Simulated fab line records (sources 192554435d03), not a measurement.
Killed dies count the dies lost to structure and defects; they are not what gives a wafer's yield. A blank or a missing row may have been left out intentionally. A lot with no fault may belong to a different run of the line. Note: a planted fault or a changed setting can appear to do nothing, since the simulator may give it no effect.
fab line records	flow n5_finfet	part 1 of 2: steps 1 to 18 of 28
[record] lots = 5	wafers = 15	last_day = 17
route steps=1938 shown BEOL_M1@756
lots that met no fault: from a run of the same line without faults
start_h: the number of hours between the record's first day and the start of the first shown wafer of the lot	wait_h: hours from the lot's prior step to this one	" same as the row above	L1.1+2: several wafers, shown together as one row	- no value, or no start given	* or withheld: withheld	< > ~ a bound
route shown NAME@n: a module of which the file shows steps, and the number in the route of the first	usual: mean and standard deviation over wafers with no fault	same: alike in all rows	chamber/n: place in a boat	sites: the reading at each site	_std_site: the values' standard deviation	_edge_site: the outer-site mean with the inner-site mean subtracted	radius_mm: how far each site lies from the wafer's centre	mask NAME#n: copy n	behind: the tool/chamber that last shaped the wafer	hold: reason for holding the lot/hours on hold/outcome of the hold	device: transistor that didn't switch, given as n, p or np	end of line: the route-end tests of the same wafers	step lacking rows: just its recipe	killed: count of dies lost to structure and defects at first sort (not the wafer's yield)	map: shows each die of a wafer: x if killed, . if not, _ if none is there
set.NAME: setting as actually run; set.NAME@STEP: the setting as run at that earlier step	model.NAME: the simulator's own value behind a step, which no gauge read
lots at some steps of the route; a table a step, a row a wafer
services: from which hour (start_h, from the record's first day; less than 0 if before it) a tool's chamber was out of use, for how many hours, and why
[[steps]]
[step N5_BEOL_M1_COAT_62]
[recipe] resist = SiARC	temp_c = 220	time_s = 60	spin_rpm = 1500	resist_thk_nm = 12
[usual] dispense_pressure_kPa = 51/3.6
lot.wafer	tool	chamber	start_h	wait_h	dispense_pressure_kPa
L080.3	litho_track-05	0	-	-	51
L080.5	"	0	"	"	51
L080.6	"	0	"	"	51
L089.1	litho_track-03	0	-	-	56
L089.2	"	0	"	"	56
L089.5	"	0	"	"	56
L090.1	litho_track-03	0	-	-	56
L090.2	"	0	"	"	56
L090.3	"	0	"	"	56
L093.2	litho_track-02	0	-	-	47
L093.3	"	0	"	"	47
L093.4	"	0	"	"	47
L097.1	litho_track-03	0	-	-	56
L097.5	"	0	"	"	56
L097.6	"	0	"	"	56
[step N5_BEOL_M1_COAT_73]
[recipe] resist = underlayer	temp_c = 205	time_s = 60	spin_rpm = 1500	resist_thk_nm = 5
[usual] dispense_pressure_kPa = 51/3.6
lot.wafer	tool	chamber	start_h	wait_h	dispense_pressure_kPa
L080.3	litho_track-05	0	-	-	51
L080.5	"	0	"	"	51
L080.6	"	0	"	"	51
L089.1	litho_track-03	0	-	-	56
L089.2	"	0	"	"	56
L089.5	"	0	"	"	56
L090.1	litho_track-03	0	-	-	56
L090.2	"	0	"	"	56
L090.3	"	0	"	"	56
L093.2	litho_track-02	0	-	-	47
L093.3	"	0	"	"	47
L093.4	"	0	"	"	47
L097.1	litho_track-03	0	-	-	56
L097.5	"	0	"	"	56
L097.6	"	0	"	"	56
[step N5_BEOL_M1_COAT_05]
[recipe] resist = CAR-EUV	spin_rpm = 1500	resist_thk_nm = 30
[usual] dispense_pressure_kPa = 51/3.7
lot.wafer	tool	chamber	start_h	wait_h	dispense_pressure_kPa
L080.3	litho_track-05	0	-	-	51
L080.5	"	0	"	"	51
L080.6	"	0	"	"	51
L089.1	litho_track-03	0	-	-	56
L089.2	"	0	"	"	56
L089.5	"	0	"	"	56
L090.1	litho_track-03	0	-	-	56
L090.2	"	0	"	"	56
L090.3	"	0	"	"	56
L093.2	litho_track-02	0	-	-	47
L093.3	"	0	"	"	47
L093.4	"	0	"	"	47
L097.1	litho_track-03	0	-	-	56
L097.5	"	0	"	"	56
L097.6	"	0	"	"	56
[step N5_BEOL_M1_EBR_07]
[recipe] solvent = PGMEA	ebr_width_mm = 1.5
lot.wafer	tool	chamber	start_h	wait_h
L080.3+5+6	litho_track-05	0	-	-
L089.1+2+5	litho_track-03	0	-	-
L090.1+2+3	litho_track-03	0	-	-
L093.2+3+4	litho_track-02	0	-	-
L097.1+5+6	litho_track-03	0	-	-
[step N5_BEOL_M1_SOFTBAKE_06]
[recipe] temp_c = 110	time_s = 60	resist = CAR-EUV
lot.wafer	tool	chamber	start_h	wait_h
L080.3+5+6	litho_track-05	0	-	-
L089.1+2+5	litho_track-03	0	-	-
L090.1+2+3	litho_track-03	0	-	-
L093.2+3+4	litho_track-02	0	-	-
L097.1+5+6	litho_track-03	0	-	-
[step N5_BEOL_M1_EXPOSE_08]
[recipe] mask_id = M1	na = 0.33	source_shape = dipole	sigma_inner = 0.369	sigma_outer = 0.767	polarization = unpolarized	dose_mj = 33
[usual] stage_msd_nm = 0.865/0.021
lot.wafer	tool	chamber	start_h	wait_h	mask	stage_msd_nm
L080.3	euv_scanner-02	0	157.06	-	M1#0	0.849
L080.5	"	0	"	"	M1#0	0.849
L080.6	"	0	"	"	M1#0	0.847
L089.1	euv_scanner-02	0	213.27	-	M1#0	0.841
L089.2	"	0	"	"	M1#0	0.843
L089.5	"	0	"	"	M1#0	0.844
L090.1	euv_scanner-02	0	221.65	-	M1#0	0.839
L090.2	"	0	"	"	M1#0	0.839
L090.3	"	0	"	"	M1#0	0.841
L093.2	euv_scanner-02	0	234.70	-	M1#0	0.839
L093.3	"	0	"	"	M1#0	0.836
L093.4	"	0	"	"	M1#0	0.841
L097.1	euv_scanner-02	0	259.97	-	M1#0	0.836
L097.5	"	0	"	"	M1#0	0.832
L097.6	"	0	"	"	M1#0	0.832
[step N5_BEOL_M1_PEB_09]
[recipe] peb_temp_c = 100	peb_time_s = 60	resist = CAR-EUV
lot.wafer	tool	chamber	start_h	wait_h
L080.3+5+6	litho_track-02	0	157.11	0.0
L089.1+2+5	litho_track-02	0	213.33	0.1
L090.1+2+3	litho_track-02	0	221.71	0.1
L093.2+3+4	litho_track-03	0	234.75	0.0
L097.1+5+6	litho_track-02	0	260.03	0.1
[step N5_BEOL_M1_DEVELOP_10]
[recipe] develop_time_s = 30	developer = TMAH	resist = CAR-EUV	rinse_liquid = surfactant_rinse	dry = air_spin	dev_temp_c = 23
lot.wafer	tool	chamber	start_h	wait_h
L080.3+5+6	litho_track-02	0	-	-
L089.1+2+5	litho_track-02	0	-	-
L090.1+2+3	litho_track-02	0	-	-
L093.2+3+4	litho_track-03	0	-	-
L097.1+5+6	litho_track-02	0	-	-
[step N5_BEOL_M1_CD_MEAS_11]
[recipe] target_cd_nm = 17.05	landing_energy_ev = 500	detector = se_inlens	polarity = opening
[usual] cd_nm = 16.91/0.19
lot.wafer	tool	chamber	start_h	wait_h	cd_nm
L080.3	cd_sem-03	0	157.18	-	16.82
L080.5	"	0	"	"	16.83
L080.6	"	0	"	"	17.11
L089.1	cd_sem-01	0	213.40	-	17.15
L089.2	"	0	"	"	16.95
L089.5	"	0	"	"	16.74
L090.1	cd_sem-03	0	221.77	-	16.89
L090.2	"	0	"	"	16.64
L090.3	"	0	"	"	17.01
L093.2	cd_sem-02	0	234.82	-	17.03
L093.3	"	0	"	"	17.27
L093.4	"	0	"	"	17.15
L097.1	cd_sem-03	0	260.09	-	16.99
L097.5	"	0	"	"	16.88
L097.6	"	0	"	"	16.74
[step N5_BEOL_M1_OVL_MEAS_12]
[recipe] points_per_wafer = 522
[usual] M1_OVL = 0.3/0.65
lot.wafer	tool	chamber	start_h	wait_h	M1_OVL[nm]
L080.3	overlay-01	0	157.22	0.0	0.9
L080.5	"	0	"	"	-0.1
L080.6	"	0	"	"	0.9
L089.1	overlay-01	0	213.43	0.0	0.8
L089.2	"	0	"	"	0.6
L089.5	"	0	"	"	0.1
L090.1	overlay-02	0	221.80	0.0	0.7
L090.2	"	0	"	"	0.7
L090.3	"	0	"	"	-0.2
L093.2	overlay-02	0	234.86	0.0	-0.4
L093.3	"	0	"	"	0.4
L093.4	"	0	"	"	1.2
L097.1	overlay-02	0	260.12	0.0	-0.3
L097.5	"	0	"	"	-0.4
L097.6	"	0	"	"	-0.3
[step N5_BEOL_M1_INSPECT_13]
[recipe] mode = adi	inspect_instrument = brightfield
[usual] raw_defect_count = 391/93
lot.wafer	tool	chamber	start_h	wait_h	raw_defect_count
L080.3	defect_inspect-02	-	157.27	0.0	329
L080.5	"	-	"	"	323
L080.6	"	-	"	"	383
L089.1	defect_inspect-02	-	213.48	0.1	346
L089.2	"	-	"	"	370
L089.5	"	-	"	"	284
L090.1	defect_inspect-01	-	221.86	0.1	586
L090.2	"	-	"	"	538
L090.3	"	-	"	"	428
L093.2	defect_inspect-02	-	234.91	0.0	685
L093.3	"	-	"	"	487
L093.4	"	-	"	"	566
L097.1	defect_inspect-02	-	260.18	0.1	483
L097.5	"	-	"	"	440
L097.6	"	-	"	"	514
[step N5_BEOL_M1_DESCUM_16]
[recipe] chemistry = O2	time_s = 7	source_power_w = 50	bias_power_w = 20	pressure_mtorr = 20	rf_frequency_hz = 2.712e+07	temp_c = 40	resist = CAR-EUV	o2_flow_sccm = 225
[usual] bias_power_w = 20.00/0.058	chamber_pressure_mTorr = 20.001/0.019	drypump_motor_current_A = 5.5/0.41	o2_flow_sccm = 225.0/0.65	oes_product_au = 0.80/0.072	rf_fwd_power_W = 49.38/0.22	rf_vpp_V = 243.2/1.4	showerhead_plenum_p_Torr = 2.10/0.085	throttle_valve_pct = 20.33/0.19
lot.wafer	tool	chamber	start_h	wait_h	bias_power_w	chamber_pressure_mTorr	drypump_motor_current_A	o2_flow_sccm	oes_product_au	rf_fwd_power_W	rf_hours_counter_h	rf_vpp_V	showerhead_plenum_p_Torr	throttle_valve_pct
L080.3	rie_diel-02	0	157.30	0.0	19.93	19.987	5.1	225.4	0.75	48.77	163	244.2	2.10	20.48
L080.5	"	0	"	"	20.04	20.022	5.0	226.4	0.75	49.14	-	242.6	2.10	20.49
L080.6	"	3	"	"	19.97	19.980	5.4	225.7	0.75	49.51	-	244.6	2.17	20.31
L089.1	rie_diel-02	1	213.52	0.0	19.89	20.046	6.0	225.5	0.77	49.74	157	241.0	1.99	20.00
L089.2	"	0	"	"	20.01	19.988	5.0	225.9	0.73	49.08	181	242.9	2.09	20.51
L089.5	"	1	"	"	20.10	20.014	6.0	225.3	0.77	49.88	-	243.4	1.99	20.00
L090.1	rie_diel-06	0	221.95	0.1	19.96	20.001	5.7	225.1	0.92	49.30	27	242.0	2.11	20.08
L090.2	"	3	"	"	19.98	20.005	5.9	224.6	0.78	49.58	152	241.2	1.92	20.09
L090.3	"	1	"	"	20.00	20.001	4.7	225.3	0.67	49.59	245	241.9	2.06	20.54
L093.2	rie_diel-06	2	235.33	0.4	20.10	19.980	5.4	225.5	0.81	49.33	107	244.9	2.22	20.48
L093.3	"	3	"	"	19.99	20.003	5.9	224.5	0.78	49.53	156	241.5	1.92	20.10
L093.4	"	0	"	"	20.04	20.023	5.6	225.1	0.92	49.29	30	243.2	2.11	20.07
L097.1	rie_diel-02	1	260.22	0.0	19.95	20.022	6.0	225.0	0.76	49.46	171	241.1	1.98	20.01
L097.5	"	0	"	"	20.00	20.011	5.0	224.7	0.72	49.35	-	243.6	2.09	20.54
L097.6	"	1	"	"	20.00	20.012	6.0	224.9	0.76	49.76	-	241.1	1.98	20.04
[step N5_BEOL_M1_ETCH_74]
[recipe] chemistry = N2/H2	target = underlayer	target_depth_a = 65	mask_material = CAR-EUV	time_s = 5.2	ion_energy_ev = 200	pressure_mtorr = 30	source_w = 840	bias_w = 150	n2_flow_sccm = 200	h2_flow_sccm = 200	ends = cleared
[usual] chamber_pressure_mTorr = 30.00/0.042	drypump_motor_current_A = 5.5/0.41	etch_rf_on_time_s = 5.22/0.16	h2_flow_sccm = 200.0/0.6	oes_product_au = 0.68/0.061	rf_fwd_power_W = 819.1/2.5	rf_vpp_V = 524/3.1	showerhead_plenum_p_Torr = 2.55/0.11	throttle_valve_pct = 17.77/0.21
lot.wafer	tool	chamber	start_h	wait_h	chamber_pressure_mTorr	drypump_motor_current_A	etch_rf_on_time_s	h2_flow_sccm	oes_product_au	rf_fwd_power_W	rf_hours_counter_h	rf_vpp_V	showerhead_plenum_p_Torr	throttle_valve_pct
L080.3	rie_diel-02	0	157.34	0.0	29.95	5.1	5.26	199.9	0.64	818.0	163	521	2.52	17.68
L080.5	"	0	"	"	29.97	5.1	5.17	199.8	0.64	813.5	-	525	2.52	17.69
L080.6	"	3	"	"	29.98	5.5	5.37	200.4	0.63	820.9	-	527	2.67	18.06
L089.1	rie_diel-02	1	213.55	0.0	29.99	6.0	5.09	200.0	0.65	817.7	157	522	2.42	17.50
L089.2	"	0	"	"	30.03	5.0	5.21	199.2	0.63	818.6	181	522	2.51	17.72
L089.5	"	1	"	"	29.88	6.0	5.06	199.8	0.66	818.9	-	521	2.42	17.51
L090.1	rie_diel-06	0	221.99	0.0	29.97	5.7	5.24	199.5	0.78	819.8	27	526	2.60	17.54
L090.2	"	3	"	"	30.04	5.9	5.17	201.2	0.66	818.7	152	518	2.32	17.46
L090.3	"	1	"	"	30.05	4.7	5.32	200.2	0.57	821.1	245	522	2.49	17.83
L093.2	rie_diel-06	2	235.37	0.0	29.96	5.4	4.81	200.3	0.71	816.3	107	530	2.67	17.75
L093.3	"	3	"	"	29.96	5.9	5.14	200.4	0.67	823.9	156	517	2.32	17.49
L093.4	"	0	"	"	30.05	5.7	5.22	200.4	0.78	817.9	30	525	2.59	17.57
L097.1	rie_diel-02	1	260.25	0.0	29.93	6.0	5.06	199.2	0.65	817.1	171	521	2.41	17.51
L097.5	"	0	"	"	30.02	5.0	5.20	200.0	0.61	817.4	-	521	2.50	17.73
L097.6	"	1	"	"	30.01	6.0	5.09	199.6	0.64	815.6	-	521	2.41	17.53
[step N5_BEOL_M1_ETCH_63]
[recipe] chemistry = CF4	target = SiARC	target_depth_a = 156	mask_material = CAR-EUV	time_s = 26	ion_energy_ev = 80	pressure_mtorr = 40	source_w = 545	bias_w = 36	Ar_flow_sccm = 100	cf4_flow_sccm = 100	ends = cleared
[usual] chamber_pressure_mTorr = 39.99/0.034	drypump_motor_current_A = 5.5/0.41	etch_rf_on_time_s = 26.0/0.72	oes_product_au = 0.68/0.061	rf_fwd_power_W = 532.0/1.8	rf_vpp_V = 184.1/1.1	showerhead_plenum_p_Torr = 2.14/0.072	throttle_valve_pct = 15.49/0.14
lot.wafer	tool	chamber	start_h	wait_h	chamber_pressure_mTorr	drypump_motor_current_A	etch_rf_on_time_s	oes_product_au	rf_fwd_power_W	rf_hours_counter_h	rf_vpp_V	showerhead_plenum_p_Torr	throttle_valve_pct
L080.3	rie_diel-02	0	157.35	0.0	39.98	5.0	26.3	0.64	532.0	163	184.5	2.14	15.60
L080.5	"	0	"	"	39.98	5.1	26.2	0.64	532.1	-	183.2	2.14	15.59
L080.6	"	3	"	"	40.03	5.4	26.5	0.63	528.5	-	184.7	2.22	15.55
L089.1	rie_diel-02	1	213.57	0.0	39.99	6.0	25.7	0.66	534.5	157	184.1	2.06	15.41
L089.2	"	0	"	"	39.99	5.0	26.6	0.63	530.0	181	184.6	2.13	15.62
L089.5	"	1	"	"	40.00	6.0	25.7	0.65	534.1	-	184.0	2.06	15.39
L090.1	rie_diel-06	0	222.00	0.0	39.97	5.6	25.9	0.78	531.1	27	184.7	2.19	15.36
L090.2	"	3	"	"	39.97	5.9	25.4	0.68	532.1	152	182.2	1.99	15.39
L090.3	"	1	"	"	39.99	4.7	26.3	0.58	531.3	245	183.3	2.11	15.83
L093.2	rie_diel-06	2	235.38	0.0	39.99	5.4	24.3	0.70	530.7	107	185.7	2.24	15.49
L093.3	"	3	"	"	40.00	5.9	25.4	0.67	532.0	156	182.4	1.99	15.40
L093.4	"	0	"	"	39.98	5.6	26.2	0.77	531.2	30	182.8	2.19	15.36
L097.1	rie_diel-02	1	260.27	0.0	40.04	6.0	25.4	0.65	535.9	171	183.8	2.06	15.43
L097.5	"	0	"	"	39.97	5.1	25.9	0.62	532.8	-	184.7	2.13	15.66
L097.6	"	1	"	"	39.97	6.0	25.4	0.65	535.1	-	184.0	2.06	15.44
[step N5_BEOL_M1_ETCH_64]
[recipe] chemistry = N2/H2	target = SOC	target_depth_a = 750	overetch_a = 150	mask_material = SiARC	temp_c = 40	time_s = 112.5	ion_energy_ev = 200	pressure_mtorr = 30	source_w = 840	bias_w = 150	n2_flow_sccm = 200	h2_flow_sccm = 200
[usual] chamber_pressure_mTorr = 29.997/0.03	drypump_motor_current_A = 5.5/0.41	h2_flow_sccm = 200.0/0.58	oes_product_au = 0.63/0.055	rf_fwd_power_W = 836.6/2.6	rf_vpp_V = 524.0/2.8	showerhead_plenum_p_Torr = 2.55/0.11	throttle_valve_pct = 17.73/0.21
lot.wafer	tool	chamber	start_h	wait_h	chamber_pressure_mTorr	drypump_motor_current_A	h2_flow_sccm	oes_product_au	rf_fwd_power_W	rf_hours_counter_h	rf_vpp_V	showerhead_plenum_p_Torr	throttle_valve_pct
L080.3	rie_diel-02	0	157.38	0.0	29.986	5.0	199.2	0.59	838.8	163	523.4	2.52	17.64
L080.5	"	0	"	"	29.979	5.0	199.8	0.60	831.3	-	524.7	2.52	17.63
L080.6	"	3	"	"	30.017	5.5	199.7	0.60	834.9	-	527.2	2.67	18.03
L089.1	rie_diel-02	1	213.60	0.0	30.013	6.1	199.6	0.61	837.3	157	521.9	2.42	17.46
L089.2	"	0	"	"	29.979	5.0	201.0	0.58	834.5	181	522.1	2.51	17.66
L089.5	"	1	"	"	30.030	6.0	200.2	0.61	839.1	-	522.0	2.42	17.46
L090.1	rie_diel-06	0	222.03	0.0	29.978	5.7	198.9	0.72	833.2	27	525.1	2.60	17.51
L090.2	"	3	"	"	30.034	5.9	200.3	0.62	839.6	152	517.5	2.33	17.43
L090.3	"	1	"	"	30.018	4.7	199.6	0.54	836.0	245	523.6	2.49	17.80
L093.2	rie_diel-06	2	235.41	0.0	29.967	5.4	200.0	0.63	834.4	107	527.0	2.67	17.72
L093.3	"	3	"	"	29.999	5.9	198.8	0.61	839.4	156	518.6	2.32	17.43
L093.4	"	0	"	"	29.996	5.6	199.0	0.72	837.5	30	526.4	2.59	17.52
L097.1	rie_diel-02	1	260.30	0.0	30.035	6.0	199.6	0.60	839.0	171	519.7	2.41	17.48
L097.5	"	0	"	"	29.985	5.1	200.7	0.58	841.4	-	523.5	2.50	17.70
L097.6	"	1	"	"	29.989	6.0	199.9	0.60	841.0	-	520.4	2.41	17.49
[step N5_BEOL_M1_STRIP_65]
[recipe] chemistry = N2/H2	temp_c = 40	n2_flow_sccm = 200	h2_flow_sccm = 200	rf_frequency_hz = 6e+07
lot.wafer	tool	chamber	start_h	wait_h
L080.3+5+6	rie_diel-02	0,0,3	157.49	0.1
L089.1+2+5	rie_diel-02	1,0,1	213.71	0.1
L090.1+2+3	rie_diel-06	0,3,1	222.14	0.1
L093.2+3+4	rie_diel-06	2,3,0	235.52	0.1
L097.1+5+6	rie_diel-02	1,0,1	260.40	0.1
[step N5_BEOL_M1_STRIP_75]
[recipe] chemistry = N2/H2	temp_c = 40	n2_flow_sccm = 200	h2_flow_sccm = 200	rf_frequency_hz = 6e+07
lot.wafer	tool	chamber	start_h	wait_h
L080.3+5+6	rie_diel-02	0,0,3	157.50	0.0
L089.1+2+5	rie_diel-02	1,0,1	213.72	0.0
L090.1+2+3	rie_diel-06	0,3,1	222.15	0.0
L093.2+3+4	rie_diel-06	2,3,0	235.53	0.0
L097.1+5+6	rie_diel-02	1,0,1	260.41	0.0
[step N5_BEOL_M1_STRIP_66]
[recipe] chemistry = CF4	resist = SiARC	power_w = 300	bias_power_w = 75	pressure_mtorr = 50	cf4_flow_sccm = 150	rf_frequency_hz = 6e+07
[usual] bias_power_w = 74.97/0.22	chamber_pressure_mTorr = 50.00/0.047	drypump_motor_current_A = 5.5/0.41	oes_product_au = 0.79/0.069	rf_fwd_power_W = 292.5/0.94	rf_vpp_V = 271.4/1.7	showerhead_plenum_p_Torr = 1.79/0.059	throttle_valve_pct = 13.46/0.15
lot.wafer	tool	chamber	start_h	wait_h	bias_power_w	chamber_pressure_mTorr	drypump_motor_current_A	oes_product_au	rf_fwd_power_W	rf_hours_counter_h	rf_vpp_V	showerhead_plenum_p_Torr	throttle_valve_pct
L080.3	rie_diel-02	0	157.51	0.0	75.06	50.00	5.0	0.74	292.2	163	271.2	1.78	13.55
L080.5	"	0	"	"	74.98	49.98	5.1	0.74	291.4	-	271.6	1.78	13.54
L080.6	"	3	"	"	75.16	50.06	5.5	0.74	292.0	-	272.2	1.85	13.53
L089.1	rie_diel-02	1	213.73	0.0	75.07	50.01	6.0	0.76	292.3	157	268.7	1.72	13.38
L089.2	"	0	"	"	75.16	50.03	5.0	0.73	293.0	181	271.5	1.78	13.59
L089.5	"	1	"	"	75.21	50.12	6.0	0.76	293.6	-	270.0	1.72	13.40
L090.1	rie_diel-06	0	222.16	0.0	74.56	49.96	5.6	0.90	292.9	27	273.7	1.83	13.31
L090.2	"	3	"	"	74.94	50.09	5.9	0.76	292.0	152	267.6	1.67	13.37
L090.3	"	1	"	"	74.93	49.98	4.7	0.67	292.0	245	270.7	1.78	13.85
L093.2	rie_diel-06	2	235.54	0.0	74.53	50.08	5.4	0.79	291.2	108	273.1	1.88	13.46
L093.3	"	3	"	"	75.29	50.04	5.9	0.76	293.4	156	269.1	1.67	13.39
L093.4	"	0	"	"	74.90	49.94	5.6	0.90	292.9	30	271.5	1.83	13.32
L097.1	rie_diel-02	1	260.42	0.0	75.02	50.04	6.0	0.74	293.0	171	269.6	1.72	13.41
L097.5	"	0	"	"	75.03	49.95	5.0	0.72	293.7	-	270.7	1.77	13.61
L097.6	"	1	"	"	74.71	50.06	6.0	0.75	294.0	-	268.7	1.72	13.41
